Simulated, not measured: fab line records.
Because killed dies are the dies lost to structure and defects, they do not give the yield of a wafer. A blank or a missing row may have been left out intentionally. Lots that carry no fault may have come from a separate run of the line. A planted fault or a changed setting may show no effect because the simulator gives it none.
Which tool did it? :: flow nand harc :: 6 lots, 18 wafers sampled, at 5 steps of a route of 1159

## WHAT EACH GAUGE READ, for each wafer
NHARC_END_SORT_01.
lot: L500
measured: day 23 03:11
on: prober-01
killed at array: 102 123 66

## EACH LOT AND THE TOOL THAT RAN IT (in order: tool; ch and the chambers of the sampled wafers; start)
lot: L486
NHARC_A_STAIRCASE_DEP_417: pecvd-03 ch 0,1, day 12 04:23
NHARC_A_M1_PRE_CLEAN_30: pvd sputter-02, no start
NHARC_A_M1_PVD_20: pvd sputter-02, no start
NHARC_A_BONDPAD_ETCH_12: rie diel-07 ch 0,2, no start

lot: L487
NHARC_A_STAIRCASE_DEP_417: pecvd-01 ch 0,1, day 12 12:44
NHARC_A_M1_PRE_CLEAN_30: pvd sputter-03, no start
NHARC_A_M1_PVD_20: pvd sputter-03, no start
NHARC_A_BONDPAD_ETCH_12: rie diel-03 ch 0,1,2, no start

lot: L493
NHARC_A_STAIRCASE_DEP_417: pecvd-01 ch 0,1, day 14 00:26
NHARC_A_M1_PRE_CLEAN_30: pvd sputter-01, no start
NHARC_A_M1_PVD_20: pvd sputter-01, no start
NHARC_A_BONDPAD_ETCH_12: rie diel-07 ch 0,2,3, no start

lot: L501
NHARC_A_STAIRCASE_DEP_417: pecvd-01 ch 0,2, day 15 21:12
NHARC_A_M1_PRE_CLEAN_30: pvd sputter-03, no start
NHARC_A_M1_PVD_20: pvd sputter-03, no start
NHARC_A_BONDPAD_ETCH_12: rie diel-03 ch 2,3, no start

lot: L500
NHARC_A_STAIRCASE_DEP_417: pecvd-03 ch 0,1,2, day 16 03:06
NHARC_A_M1_PRE_CLEAN_30: pvd sputter-01, day 23 03:11 or earlier
NHARC_A_M1_PVD_20: pvd sputter-01, day 23 03:11 or earlier
NHARC_A_BONDPAD_ETCH_12: rie diel-03 ch 0,1,3, day 23 03:11 or earlier

lot: L504
NHARC_A_STAIRCASE_DEP_417: pecvd-01 ch 0,1,2, day 16 20:02
NHARC_A_M1_PRE_CLEAN_30: pvd sputter-02, no start
NHARC_A_M1_PVD_20: pvd sputter-02, no start
NHARC_A_BONDPAD_ETCH_12: rie diel-07 ch 0,2,3, no start
- NHARC_A_STAIRCASE_DEP_417: deposits Si3N4, target thk 60 nm.
- NHARC_A_M1_PRE_CLEAN_30: time 30 s.
- NHARC_A_M1_PVD_20: deposits TaN, target thk 5 nm, time 8.06 s.
- NHARC_A_BONDPAD_ETCH_12: etches the open film in CHF3/O2, target depth 220 nm, time 110 s.

## THE ANSWER, worked out from the rows above alone
Rule: the lots themselves supply what counts as usual. Put in order of their means at a reading, lots are off if they are a third of the lots or fewer, leave a main group of 4 or more, and stand apart from it by a gap of 3 or more times the standard deviation of the main group's means; of several such gaps the widest counts. A main group whose means are all the same, to the digits that the tables above print for the reading, isn't used. Also off: a lot with no number at a reading for which 4 or more lots have one. All remaining lots with rows at the step are treated as sound.
Nothing can be told from this: no lot is off at any reading shown.

## WHAT WAS PUT IN BY THE SIMULATOR
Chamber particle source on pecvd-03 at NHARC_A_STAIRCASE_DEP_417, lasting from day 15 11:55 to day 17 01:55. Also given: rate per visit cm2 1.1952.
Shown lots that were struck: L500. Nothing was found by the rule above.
